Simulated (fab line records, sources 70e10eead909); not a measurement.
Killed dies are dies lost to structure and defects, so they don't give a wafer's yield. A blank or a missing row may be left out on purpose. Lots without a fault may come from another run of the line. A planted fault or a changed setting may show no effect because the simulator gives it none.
Which tool did it? | flow nand_harc | 23 lots, 69 wafers sampled, at 6 steps of a route of 1302

WHAT THE GAUGES READ, wafer by wafer
The record holds no reading of a measuring or inspecting step that can be judged against a usual standard deviation.

WHICH TOOL RAN EACH LOT (tool, then ch and the chambers of the sampled wafers, then the start)
lot  | NHARC_A_STAIRCASE_ETCH_170                    | NHARC_A_STAIRCASE_DESCUM_11        | NHARC_A_STAIRCASE_TRIM_12          | NHARC_A_STAIRCASE_TRIM_26      | NHARC_A_STAIRCASE_ETCH_192     | NHARC_A_STAIRCASE_ETCH_223
L074 | rie_diel-09 ch 0,1,2, day 15 10:10 or earlier | rie_diel-09 ch 0,1, day 15 10:10   | rie_diel-09 ch 0,2, day 15 10:15   | rie_diel-09 ch 0,1,2, no start | rie_diel-01 ch 1,3, no start   | rie_diel-09 ch 0,1,2, no start
L075 | rie_diel-01 ch 0,1, day 15 20:53 or earlier   | rie_diel-09 ch 0,1,3, day 15 20:53 | rie_diel-09 ch 0,2,3, day 15 21:07 | rie_diel-01 ch 2,3, no start   | rie_diel-06 ch 1,3, no start   | rie_diel-09 ch 0,1,3, no start
L078 | rie_diel-09 ch 2,3, day 16 22:59 or earlier   | rie_diel-06 ch 0,2,3, day 16 22:59 | rie_diel-06 ch 1,2,3, day 16 23:04 | rie_diel-09 ch 1,3, no start   | rie_diel-06 ch 1,2,3, no start | rie_diel-06 ch 0,1,2, no start
L077 | rie_diel-06 ch 1,2,3, day 17 02:26 or earlier | rie_diel-06 ch 0,2,3, day 17 02:26 | rie_diel-06 ch 0,2,3, day 17 02:31 | rie_diel-06 ch 1,3, no start   | rie_diel-06 ch 0,2,3, no start | rie_diel-01 ch 1,2,3, no start
L076 | rie_diel-09 ch 1,2,3, day 17 02:38 or earlier | rie_diel-06 ch 0,1,2, day 17 02:38 | rie_diel-06 ch 0,1, day 17 02:42   | rie_diel-06 ch 0,2,3, no start | rie_diel-09 ch 0,1,2, no start | rie_diel-09 ch 0,3, no start
L080 | rie_diel-01 ch 0,1, day 18 15:01 or earlier   | rie_diel-01 ch 0,1,2, day 18 15:01 | rie_diel-01 ch 0,1,3, day 18 15:07 | rie_diel-01 ch 1,2,3, no start | rie_diel-06 ch 0,2,3, no start | rie_diel-09 ch 2,3, no start
L081 | rie_diel-01 ch 1,2,3, day 18 19:37 or earlier | rie_diel-01 ch 0,1, day 18 19:37   | rie_diel-01 ch 2,3, day 18 19:42   | rie_diel-01 ch 0,3, no start   | rie_diel-01 ch 0,1, no start   | rie_diel-06 ch 0,1,3, no start
L082 | rie_diel-01 ch 1,2, day 19 15:55 or earlier   | rie_diel-01 ch 1,2,3, day 19 15:55 | rie_diel-01 ch 1,2,3, day 19 16:02 | rie_diel-01 ch 0,1, no start   | rie_diel-01 ch 1,2, no start   | rie_diel-01 ch 2,3, no start
L083 | rie_diel-06 ch 1,2, day 19 16:12 or earlier   | rie_diel-06 ch 0,3, day 19 16:12   | rie_diel-06 ch 1,2,3, day 19 16:18 | rie_diel-06 ch 0,3, no start   | rie_diel-06 ch 0,3, no start   | rie_diel-01 ch 0,3, no start
L084 | rie_diel-06 ch 0,1,2, day 20 03:50 or earlier | rie_diel-09 ch 1,2,3, day 20 03:50 | rie_diel-09 ch 1,2,3, day 20 03:59 | rie_diel-09 ch 1,2,3, no start | rie_diel-01 ch 2,3, no start   | rie_diel-06 ch 1,2,3, no start
L085 | rie_diel-01 ch 0,2, day 20 04:05 or earlier   | rie_diel-01 ch 0,1, day 20 04:05   | rie_diel-01 ch 1,2,3, day 20 04:10 | rie_diel-01 ch 0,1,2, no start | rie_diel-06 ch 0,1,3, no start | rie_diel-01 ch 0,1,3, no start
L087 | rie_diel-01 ch 0,1,2, day 20 18:25 or earlier | rie_diel-09 ch 1,2,3, day 20 18:25 | rie_diel-09 ch 0,1,2, day 20 18:31 | rie_diel-06 ch 0,1,2, no start | rie_diel-01 ch 0,2,3, no start | rie_diel-09 ch 0,2,3, no start
L086 | rie_diel-09 ch 1,2,3, day 20 18:32 or earlier | rie_diel-01 ch 1,2,3, day 20 18:32 | rie_diel-01 ch 0,1, day 20 18:36   | rie_diel-09 ch 0,1,3, no start | rie_diel-06 ch 0,3, no start   | rie_diel-01 ch 0,2,3, no start
L089 | rie_diel-06 ch 0,1, day 22 04:04 or earlier   | rie_diel-01 ch 0,1,3, day 22 04:04 | rie_diel-01 ch 1,2, day 22 04:09   | rie_diel-01 ch 1,2, no start   | rie_diel-09 ch 1,2, no start   | rie_diel-09 ch 0,2,3, no start
L088 | rie_diel-06 ch 0,2, day 22 04:13 or earlier   | rie_diel-06 ch 1,2,3, day 22 04:13 | rie_diel-06 ch 0,2,3, day 22 04:20 | rie_diel-06 ch 1,2, no start   | rie_diel-06 ch 0,1,2, no start | rie_diel-01 ch 1,2, no start
L090 | rie_diel-01 ch 1,2,3, day 22 14:53 or earlier | rie_diel-06 ch 0,1,3, day 22 14:53 | rie_diel-06 ch 0,2,3, day 22 14:58 | rie_diel-09 ch 1,2,3, no start | rie_diel-09 ch 0,1,2, no start | rie_diel-09 ch 0,1,3, no start
L091 | rie_diel-09 ch 0,1,2, day 22 15:27 or earlier | rie_diel-01 ch 1,2,3, day 22 15:27 | rie_diel-01 ch 1,2,3, day 22 15:32 | rie_diel-01 ch 0,1,3, no start | rie_diel-01 ch 0,1,3, no start | rie_diel-06 ch 0,1,2, no start
L092 | rie_diel-01 ch 0,2,3, day 23 00:17 or earlier | rie_diel-01 ch 0,3, day 23 00:17   | rie_diel-01 ch 0,1, day 23 00:22   | rie_diel-09 ch 0,1, no start   | rie_diel-01 ch 0,2, no start   | rie_diel-01 ch 1,2, no start
L093 | rie_diel-09 ch 0,1,2, day 23 15:55 or earlier | rie_diel-01 ch 0,1,2, day 23 15:55 | rie_diel-01 ch 0,1,2, day 23 16:01 | rie_diel-01 ch 0,1, no start   | rie_diel-06 ch 0,1,3, no start | rie_diel-01 ch 0,1,2, no start
L095 | rie_diel-06 ch 1,2,3, day 24 15:10 or earlier | rie_diel-06 ch 1,2,3, day 24 15:10 | rie_diel-06 ch 0,1,3, day 24 15:15 | rie_diel-06 ch 0,1,3, no start | rie_diel-01 ch 1,2,3, no start | rie_diel-06 ch 0,1,2, no start
L094 | rie_diel-06 ch 2,3, day 24 15:28 or earlier   | rie_diel-01 ch 0,1,2, day 24 15:28 | rie_diel-01 ch 0,1, day 24 15:34   | rie_diel-01 ch 1,2, no start   | rie_diel-06 ch 0,1, no start   | rie_diel-09 ch 0,1,3, no start
L096 | rie_diel-09 ch 0,2, day 24 21:28 or earlier   | rie_diel-09 ch 0,1,3, day 24 21:28 | rie_diel-09 ch 0,1,3, day 24 21:33 | rie_diel-01 ch 0,1,2, no start | rie_diel-06 ch 2,3, no start   | rie_diel-01 ch 0,2,3, no start
L097 | rie_diel-06 ch 0,1, day 25 11:35 or earlier   | rie_diel-01 ch 0,2, day 25 11:35   | rie_diel-01 ch 0,1,3, day 25 11:41 | rie_diel-01 ch 0,1, no start   | rie_diel-09 ch 1,2,3, no start | rie_diel-09 ch 0,1,2, no start
- NHARC_A_STAIRCASE_ETCH_170: etches the open film in C4F6/O2, target depth 200 nm, time 66.667 s.
- NHARC_A_STAIRCASE_DESCUM_11: chemistry O2, time 3 s.
- NHARC_A_STAIRCASE_TRIM_12: chemistry O2, time 211.2 s.
- NHARC_A_STAIRCASE_TRIM_26: chemistry O2, time 211.2 s.
- NHARC_A_STAIRCASE_ETCH_192: etches the open film in C4F8/O2, target depth 100 nm, time 40.5 s.
- NHARC_A_STAIRCASE_ETCH_223: etches the open film in C4F8/O2, target depth 100 nm, time 40.5 s.

WHAT THE TOOLS THEMSELVES READ (means of the sampled wafers that have a number; where no wafer has one, the mark that the record gives instead)
NHARC_A_STAIRCASE_ETCH_170. Usual: drypump_motor_current_A 5.6 A, standard deviation 0.39; oes_product_au 0.973 a.u., standard deviation 0.012; rf_vpp_V 545.7 V, standard deviation 2.6; showerhead_plenum_p_Torr 3.86 Torr, standard deviation 0.11; throttle_valve_pct 26.903 %, standard deviation 0.0093.
lot  | tool        | drypump_motor_current_A (A) | oes_product_au (a.u.) | rf_vpp_V (V) | showerhead_plenum_p_Torr (Torr) | throttle_valve_pct (%) | flag
L074 | rie_diel-09 | 5.9                         | 0.961                 | 544.7        | 3.83                            | 26.897                 |
L075 | rie_diel-01 | 5.4                         | 0.983                 | 546.0        | 3.91                            | 26.905                 |
L078 | rie_diel-09 | 5.8                         | 0.946                 | 548.5        | 3.99                            | 26.900                 |
L077 | rie_diel-06 | 5.6                         | 0.968                 | 546.2        | 3.91                            | 26.906                 |
L076 | rie_diel-09 | 5.9                         | 0.970                 | 546.2        | 3.91                            | 26.900                 |
L080 | rie_diel-01 | 5.4                         | 0.974                 | 547.0        | 3.90                            | 26.895                 |
L081 | rie_diel-01 | 5.3                         | 0.978                 | 544.2        | 3.81                            | 26.905                 |
L082 | rie_diel-01 | 5.5                         | 0.973                 | 544.4        | 3.81                            | 26.899                 |
L083 | rie_diel-06 | 5.5                         | 0.974                 | 547.9        | 3.99                            | 26.903                 |
L084 | rie_diel-06 | 5.5                         | 0.962                 | 546.3        | 3.93                            | 26.907                 |
L085 | rie_diel-01 | 5.8                         | 0.970                 | 544.1        | 3.75                            | 26.908                 |
L087 | rie_diel-01 | 5.5                         | 0.987                 | 546.3        | 3.85                            | 26.902                 |
L086 | rie_diel-09 | 6.0                         | 0.971                 | 547.3        | 3.89                            | 26.908                 |
L089 | rie_diel-06 | 5.7                         | 0.993                 | 547.3        | 3.89                            | 26.902                 |
L088 | rie_diel-06 | 5.2                         | 0.966                 | 545.6        | 3.90                            | 26.908                 |
L090 | rie_diel-01 | 5.3                         | 0.981                 | 544.4        | 3.80                            | 26.904                 |
L091 | rie_diel-09 | 5.9                         | 0.967                 | 543.8        | 3.79                            | 26.902                 |
L092 | rie_diel-01 | 5.6                         | 0.967                 | 543.4        | 3.75                            | 26.907                 |
L093 | rie_diel-09 | 5.9                         | 0.980                 | 544.9        | 3.79                            | 26.906                 |
L095 | rie_diel-06 | 5.6                         | 0.985                 | 546.8        | 3.89                            | 26.912                 |
L094 | rie_diel-06 | 5.6                         | 0.965                 | 543.5        | 3.81                            | 26.899                 |
L096 | rie_diel-09 | 5.8                         | 0.978                 | 544.4        | 3.77                            | 26.902                 |
L097 | rie_diel-06 | 5.8                         | 0.984                 | 546.6        | 3.93                            | 26.901                 |

NHARC_A_STAIRCASE_DESCUM_11. Usual: drypump_motor_current_A 5.6 A, standard deviation 0.41; oes_product_au 1.000 a.u., standard deviation 0.0073; rf_vpp_V 57.6 V, standard deviation 0.89; showerhead_plenum_p_Torr 1.87 Torr, standard deviation 0.062; throttle_valve_pct 11.312 %, standard deviation 0.01.
lot  | tool        | drypump_motor_current_A (A) | oes_product_au (a.u.) | rf_vpp_V (V) | showerhead_plenum_p_Torr (Torr) | throttle_valve_pct (%) | flag
L074 | rie_diel-09 | 5.9                         | 0.997                 | 58.0         | 1.82                            | 11.318                 |
L075 | rie_diel-09 | 5.9                         | 0.993                 | 57.4         | 1.87                            | 11.305                 |
L078 | rie_diel-06 | 5.6                         | 0.995                 | 57.3         | 1.88                            | 11.321                 |
L077 | rie_diel-06 | 5.5                         | 1.005                 | 56.4         | 1.88                            | 11.310                 |
L076 | rie_diel-06 | 5.5                         | 0.994                 | 57.5         | 1.93                            | 11.324                 |
L080 | rie_diel-01 | 5.5                         | 1.001                 | 57.4         | 1.88                            | 11.313                 |
L081 | rie_diel-01 | 5.1                         | 1.003                 | 58.3         | 1.93                            | 11.307                 |
L082 | rie_diel-01 | 5.3                         | 1.001                 | 57.2         | 1.85                            | 11.310                 |
L083 | rie_diel-06 | 5.8                         | 0.993                 | 57.6         | 1.86                            | 11.319                 |
L084 | rie_diel-09 | 6.0                         | 0.994                 | 58.0         | 1.89                            | 11.316                 |
L085 | rie_diel-01 | 5.1                         | 1.008                 | 57.9         | 1.92                            | 11.306                 |
L087 | rie_diel-09 | 5.9                         | 0.997                 | 57.4         | 1.89                            | 11.311                 |
L086 | rie_diel-01 | 5.3                         | 1.001                 | 58.0         | 1.85                            | 11.307                 |
L089 | rie_diel-01 | 5.2                         | 1.004                 | 57.0         | 1.87                            | 11.306                 |
L088 | rie_diel-06 | 5.6                         | 1.003                 | 56.9         | 1.90                            | 11.308                 |
L090 | rie_diel-06 | 5.8                         | 0.998                 | 58.6         | 1.88                            | 11.314                 |
L091 | rie_diel-01 | 5.3                         | 0.999                 | 57.9         | 1.85                            | 11.309                 |
L092 | rie_diel-01 | 5.6                         | 1.002                 | 57.3         | 1.84                            | 11.307                 |
L093 | rie_diel-01 | 5.5                         | 0.991                 | 57.7         | 1.87                            | 11.308                 |
L095 | rie_diel-06 | 5.6                         | 1.009                 | 58.3         | 1.89                            | 11.311                 |
L094 | rie_diel-01 | 5.5                         | 1.007                 | 58.5         | 1.86                            | 11.305                 |
L096 | rie_diel-09 | 5.9                         | 1.000                 | 58.0         | 1.85                            | 11.324                 |
L097 | rie_diel-01 | 5.8                         | 1.005                 | 57.5         | 1.84                            | 11.319                 |

NHARC_A_STAIRCASE_TRIM_12. Usual: drypump_motor_current_A 5.6 A, standard deviation 0.4; oes_product_au 1.001 a.u., standard deviation 0.0082; rf_vpp_V 57.6 V, standard deviation 0.91; showerhead_plenum_p_Torr 3.46 Torr, standard deviation 0.11; throttle_valve_pct 17.038 %, standard deviation 0.0099.
lot  | tool        | drypump_motor_current_A (A) | oes_product_au (a.u.) | rf_vpp_V (V) | showerhead_plenum_p_Torr (Torr) | throttle_valve_pct (%) | flag
L074 | rie_diel-09 | 5.8                         | 0.992                 | 57.9         | 3.49                            | 17.035                 |
L075 | rie_diel-09 | 5.8                         | 0.996                 | 57.6         | 3.51                            | 17.041                 |
L078 | rie_diel-06 | 5.6                         | 1.004                 | 57.9         | 3.52                            | 17.034                 |
L077 | rie_diel-06 | 5.6                         | 0.995                 | 57.8         | 3.47                            | 17.042                 |
L076 | rie_diel-06 | 5.8                         | 1.007                 | 58.0         | 3.52                            | 17.039                 |
L080 | rie_diel-01 | 5.2                         | 1.004                 | 58.3         | 3.47                            | 17.022                 |
L081 | rie_diel-01 | 5.5                         | 1.003                 | 56.7         | 3.34                            | 17.041                 |
L082 | rie_diel-01 | 5.3                         | 1.000                 | 58.0         | 3.42                            | 17.035                 |
L083 | rie_diel-06 | 5.6                         | 1.002                 | 57.5         | 3.51                            | 17.037                 |
L084 | rie_diel-09 | 5.9                         | 0.986                 | 57.5         | 3.50                            | 17.047                 |
L085 | rie_diel-01 | 5.3                         | 1.004                 | 57.5         | 3.42                            | 17.036                 |
L087 | rie_diel-09 | 5.9                         | 1.004                 | 57.8         | 3.41                            | 17.023                 |
L086 | rie_diel-01 | 5.4                         | 1.007                 | 57.4         | 3.50                            | 17.042                 |
L089 | rie_diel-01 | 5.5                         | 0.983                 | 57.4         | 3.41                            | 17.047                 |
L088 | rie_diel-06 | 5.6                         | 1.009                 | 57.5         | 3.45                            | 17.040                 |
L090 | rie_diel-06 | 5.6                         | 1.005                 | 57.0         | 3.45                            | 17.050                 |
L091 | rie_diel-01 | 5.3                         | 1.005                 | 56.8         | 3.41                            | 17.033                 |
L092 | rie_diel-01 | 5.4                         | 0.998                 | 58.0         | 3.49                            | 17.033                 |
L093 | rie_diel-01 | 5.5                         | 0.991                 | 58.7         | 3.45                            | 17.042                 |
L095 | rie_diel-06 | 5.8                         | 1.007                 | 57.4         | 3.46                            | 17.033                 |
L094 | rie_diel-01 | 5.1                         | 1.003                 | 58.3         | 3.53                            | 17.039                 |
L096 | rie_diel-09 | 5.9                         | 1.001                 | 58.1         | 3.42                            | 17.036                 |
L097 | rie_diel-01 | 5.3                         | 1.010                 | 57.0         | 3.44                            | 17.041                 |

NHARC_A_STAIRCASE_TRIM_26. Usual: drypump_motor_current_A 5.6 A, standard deviation 0.4; oes_product_au 1.001 a.u., standard deviation 0.0076; rf_vpp_V 57.7 V, standard deviation 0.77; showerhead_plenum_p_Torr 3.46 Torr, standard deviation 0.1; throttle_valve_pct 17.036 %, standard deviation 0.0096.
lot  | tool        | drypump_motor_current_A (A) | oes_product_au (a.u.) | rf_vpp_V (V) | showerhead_plenum_p_Torr (Torr) | throttle_valve_pct (%) | flag
L074 | rie_diel-09 | 5.9                         | 0.988                 | 57.7         | 3.44                            | 17.035                 |
L075 | rie_diel-01 | 5.5                         | 1.002                 | 58.1         | 3.35                            | 17.043                 |
L078 | rie_diel-09 | 6.1                         | 0.988                 | 58.2         | 3.46                            | 17.048                 |
L077 | rie_diel-06 | 5.8                         | 1.002                 | 57.9         | 3.54                            | 17.039                 |
L076 | rie_diel-06 | 5.5                         | 0.999                 | 58.1         | 3.47                            | 17.033                 |
L080 | rie_diel-01 | 5.3                         | 1.002                 | 57.2         | 3.43                            | 17.033                 |
L081 | rie_diel-01 | 5.5                         | 1.000                 | 57.6         | 3.42                            | 17.033                 |
L082 | rie_diel-01 | 5.4                         | 1.001                 | 57.6         | 3.51                            | 17.038                 |
L083 | rie_diel-06 | 5.8                         | 1.009                 | 58.0         | 3.43                            | 17.031                 |
L084 | rie_diel-09 | 5.9                         | 0.995                 | 57.7         | 3.50                            | 17.027                 |
L085 | rie_diel-01 | 5.5                         | 0.999                 | 57.5         | 3.46                            | 17.033                 |
L087 | rie_diel-06 | 5.6                         | 1.012                 | 57.5         | 3.53                            | 17.040                 |
L086 | rie_diel-09 | 5.9                         | 0.998                 | 57.2         | 3.44                            | 17.029                 |
L089 | rie_diel-01 | 5.2                         | 0.995                 | 58.2         | 3.50                            | 17.032                 |
L088 | rie_diel-06 | 5.5                         | 1.005                 | 58.5         | 3.58                            | 17.030                 |
L090 | rie_diel-09 | 5.9                         | 0.995                 | 58.4         | 3.49                            | 17.028                 |
L091 | rie_diel-01 | 5.3                         | 0.993                 | 57.2         | 3.46                            | 17.038                 |
L092 | rie_diel-09 | 5.9                         | 1.011                 | 58.1         | 3.35                            | 17.039                 |
L093 | rie_diel-01 | 5.4                         | 0.993                 | 58.2         | 3.49                            | 17.039                 |
L095 | rie_diel-06 | 5.8                         | 1.007                 | 57.4         | 3.46                            | 17.036                 |
L094 | rie_diel-01 | 5.2                         | 1.005                 | 57.9         | 3.49                            | 17.039                 |
L096 | rie_diel-01 | 5.5                         | 1.007                 | 57.0         | 3.44                            | 17.032                 |
L097 | rie_diel-01 | 5.1                         | 1.005                 | 57.7         | 3.52                            | 17.033                 |

NHARC_A_STAIRCASE_ETCH_192. Usual: oes_product_au 0.945 a.u., standard deviation 0.009; rf_vpp_V 893 V, standard deviation 3.9.
lot  | tool        | oes_product_au (a.u.) | rf_vpp_V (V) | flag
L074 | rie_diel-01 | 0.944                 | 893          |
L075 | rie_diel-06 | 0.941                 | 894          |
L078 | rie_diel-06 | 0.937                 | 895          |
L077 | rie_diel-06 | 0.952                 | 894          |
L076 | rie_diel-09 | 0.934                 | 892          |
L080 | rie_diel-06 | 0.941                 | 894          |
L081 | rie_diel-01 | 0.941                 | 895          |
L082 | rie_diel-01 | 0.948                 | 896          |
L083 | rie_diel-06 | 0.943                 | 891          |
L084 | rie_diel-01 | 0.935                 | 889          |
L085 | rie_diel-06 | 0.950                 | 894          |
L087 | rie_diel-01 | 0.942                 | 890          |
L086 | rie_diel-06 | 0.952                 | 891          |
L089 | rie_diel-09 | 0.941                 | 892          |
L088 | rie_diel-06 | 0.941                 | 896          |
L090 | rie_diel-09 | 0.934                 | 892          |
L091 | rie_diel-01 | 0.943                 | 893          |
L092 | rie_diel-01 | 0.946                 | 889          |
L093 | rie_diel-06 | 0.950                 | 894          |
L095 | rie_diel-01 | 0.951                 | 891          |
L094 | rie_diel-06 | 0.949                 | 894          |
L096 | rie_diel-06 | 0.937                 | 892          |
L097 | rie_diel-09 | 0.940                 | 894          |

NHARC_A_STAIRCASE_ETCH_223. Usual: oes_product_au 0.943 a.u., standard deviation 0.011; rf_vpp_V 893 V, standard deviation 3.9.
lot  | tool        | oes_product_au (a.u.) | rf_vpp_V (V) | flag
L074 | rie_diel-09 | 0.926                 | 893          |
L075 | rie_diel-09 | 0.945                 | 893          |
L078 | rie_diel-06 | 0.946                 | 897          |
L077 | rie_diel-01 | 0.952                 | 892          |
L076 | rie_diel-09 | 0.940                 | 894          |
L080 | rie_diel-09 | 0.925                 | 897          |
L081 | rie_diel-06 | 0.949                 | 894          |
L082 | rie_diel-01 | 0.934                 | 889          |
L083 | rie_diel-01 | 0.941                 | 890          |
L084 | rie_diel-06 | 0.930                 | 895          |
L085 | rie_diel-01 | 0.943                 | 894          |
L087 | rie_diel-09 | 0.937                 | 895          |
L086 | rie_diel-01 | 0.941                 | 891          |
L089 | rie_diel-09 | 0.941                 | 894          |
L088 | rie_diel-01 | 0.949                 | 895          |
L090 | rie_diel-09 | 0.954                 | 893          |
L091 | rie_diel-06 | 0.947                 | 895          |
L092 | rie_diel-01 | 0.943                 | 894          |
L093 | rie_diel-01 | 0.928                 | 893          |
L095 | rie_diel-06 | 0.957                 | 895          |
L094 | rie_diel-09 | 0.950                 | 892          |
L096 | rie_diel-01 | 0.945                 | 890          |
L097 | rie_diel-09 | 0.954                 | 891          |

THE ANSWER, worked out from the rows above alone
Rule: a lot is off if the mean of its wafers that have a number lies more than 3 standard deviations from the usual mean. A lot without any number at a reading at which 4 lots or more have one is off too. The other lots that the step has rows for count as sound. The gauges are gone through in route order, then the tools' own readings, and for those a lot's mean is taken as printed above. The first step at which some lot is off is used, and at that step the reading that is off furthest; a lot without a number counts as furthest.
No lot is off at any reading shown: from this, nothing can be told.

WHAT THE SIMULATOR HAD PUT IN
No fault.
